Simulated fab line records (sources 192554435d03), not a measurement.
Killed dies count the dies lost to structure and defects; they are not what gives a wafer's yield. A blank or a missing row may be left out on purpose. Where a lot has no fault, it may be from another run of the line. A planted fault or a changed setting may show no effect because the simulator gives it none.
2 desks, one fault / flow n5_finfet / what lay behind the numbers comes last; until then each desk has only its own

AT THE METROLOGY DESK
Means of the sampled wafers that have a number, per lot and without regard to the tool the lot ran on: this is what the gauges read. A lot is out of limits, marked OUT, if its mean lies more than 4 standard deviations from the usual mean; the brackets give that distance. It has 11 readings; the 7 that lie furthest out on some lot are the ones shown.
Columns: A = IOFF_P at N5_BEOL_M4_RC_MEAS_101, usual 0.23 nA/um; B = ION_P at N5_BEOL_M4_RC_MEAS_101, usual 466 uA/um; C = SS_N at N5_BEOL_M4_RC_MEAS_101, usual 71.7 mV/dec; D = SS_P at N5_BEOL_M4_RC_MEAS_101, usual 73.5 mV/dec; E = VT_N at N5_BEOL_M4_RC_MEAS_101, usual 248 mV; F = VT_P at N5_BEOL_M4_RC_MEAS_101, usual -249 mV; G = M9_RS at N5_BEOL_M9_RS_MEAS_57, usual 0.153 ohm/sq
lot=L371; first seen here=day 8 09:34; A=0.20; B=458; C=71.1; D=73.5; E=250; F=-253; G=0.145
lot=L374; first seen here=day 9 08:22; A=0.17; B=450; C=71.0; D=73.1; E=250; F=-256; G=0.159
lot=L377; first seen here=day 9 11:29; A=0.22; B=464; C=72.2; D=73.4; E=248; F=-248; G=0.156
lot=L378; first seen here=day 10 08:27; A=0.24; B=465; C=71.2; D=73.5; E=248; F=-251; G=0.150
lot=L379; first seen here=day 10 14:59; A=0.24; B=468; C=71.9; D=73.5; E=249; F=-246; G=0.157
lot=L389; first seen here=day 12 20:40; A=0.23; B=469; C=71.6; D=72.8; E=247; F=-250; G=0.148
lot=L388; first seen here=day 12 20:48; A=0.21; B=457; C=70.7; D=72.9; E=251; F=-251; G=0.161
lot=L391; first seen here=day 13 03:29; A=0.25; B=466; C=72.7; D=73.8; E=247; F=-250; G=0.156
lot=L390; first seen here=day 13 05:25; A=0.28; B=473; C=72.2; D=74.4; E=247; F=-244; G=0.155
lot=L393; first seen here=day 13 11:31; A=0.29; B=480; C=72.2; D=74.2; E=242; F=-242; G=0.151
This desk's finding: nothing out of limits on any of the 10 lots.

FOR THE TOOL OWNER'S DESK: pecvd-04
The tool's own readings at N5_BEOL_M10_PECVD_70 (deposits SiO2 from TEOS/O2, target thk 20 nm, time 22.7 s): means of the sampled wafers that have a number, for each lot that ran on this tool. A lot is out of limits, marked OUT, if its mean lies more than 4 standard deviations from the usual mean; the brackets give that distance.
Columns: A = chamber_pressure_Torr at N5_BEOL_M10_PECVD_70, usual 5.501 Torr; B = heater_power_outer_w at N5_BEOL_M10_PECVD_70, usual 380 W; C = heater_power_w at N5_BEOL_M10_PECVD_70, usual 664 W; D = showerhead_plenum_p_Torr at N5_BEOL_M10_PECVD_70, usual 8.79 Torr; E = throttle_valve_pct at N5_BEOL_M10_PECVD_70, usual 22.6 %
lot=L374; first seen here=day 11 06:56; A=5.516; B=284; C=570; D=8.80; E=21.4
lot=L379; first seen here=day 12 14:35; A=5.510; B=380; C=665; D=8.79; E=23.8
This desk's finding: nothing out of limits on any of the 2 lots.

ALL TOGETHER
The metrology desk saw nothing out of limits.
The tool owner's desk saw nothing out of limits.

WHAT THE SIMULATOR HAD INSERTED
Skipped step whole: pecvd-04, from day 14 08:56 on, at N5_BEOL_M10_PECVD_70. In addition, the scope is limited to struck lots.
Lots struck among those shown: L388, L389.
